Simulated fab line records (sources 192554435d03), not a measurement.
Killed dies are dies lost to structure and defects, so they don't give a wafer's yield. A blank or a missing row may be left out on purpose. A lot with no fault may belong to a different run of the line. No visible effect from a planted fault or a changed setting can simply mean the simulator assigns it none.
Matching of chambers || flow n5 finfet || 4 sister chambers for N5_BEOL_M0_SAQP_STRIP_75 on rie diel-06
The step strips in CF4. 4 wafers are shown with their chamber, then 7 later ones without.

## WAFERS, EACH WITH ITS CHAMBER
{"wafer": "L078.5", "chamber": 2, "showerhead plenum p Torr (Torr)": 1.77}
{"wafer": "L079.5", "chamber": 0, "showerhead plenum p Torr (Torr)": 1.76}
{"wafer": "L080.4", "chamber": 3, "showerhead plenum p Torr (Torr)": 1.75}
{"wafer": "L085.2", "chamber": 1, "showerhead plenum p Torr (Torr)": 1.88}

## WAFERS MISSING THEIR CHAMBER
{"wafer": "L085.4", "showerhead plenum p Torr (Torr)": 1.77}
{"wafer": "L091.1", "showerhead plenum p Torr (Torr)": 1.76}
{"wafer": "L091.2", "showerhead plenum p Torr (Torr)": 1.77}
{"wafer": "L091.6", "showerhead plenum p Torr (Torr)": 1.76}
{"wafer": "L095.1", "showerhead plenum p Torr (Torr)": 1.88}
{"wafer": "L095.4", "showerhead plenum p Torr (Torr)": 1.75}
{"wafer": "L095.5", "showerhead plenum p Torr (Torr)": 1.74}

## EACH ONE'S CHAMBER
{"wafer": "L085.4", "from the rows above": 2, "in truth": 2}
{"wafer": "L091.1", "from the rows above": 0, "in truth": 0}
{"wafer": "L091.2", "from the rows above": 2, "in truth": 2}
{"wafer": "L091.6", "from the rows above": 0, "in truth": 0}
{"wafer": "L095.1", "from the rows above": 1, "in truth": 1}
{"wafer": "L095.4", "from the rows above": 3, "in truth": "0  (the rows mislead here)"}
{"wafer": "L095.5", "from the rows above": 3, "in truth": 3}
Placed correctly: 6 of 7. Number that these rows cannot place: 0. Number placed wrongly: 1.
How it was worked out, from the rows above alone: a wafer's distance from a chamber is the root of the sum, over the readings, of the square of ((its reading less the chamber's mean) divided by the reading's scatter). The wafer belongs to the nearest chamber; if the next one is less than 2 further off, it can't be placed. For every chamber, the mean is computed from those of its wafers that are shown. The scatter: with one shown wafer a chamber, the root of the mean of the squares of how far each hidden wafer lies from its nearest shown one.
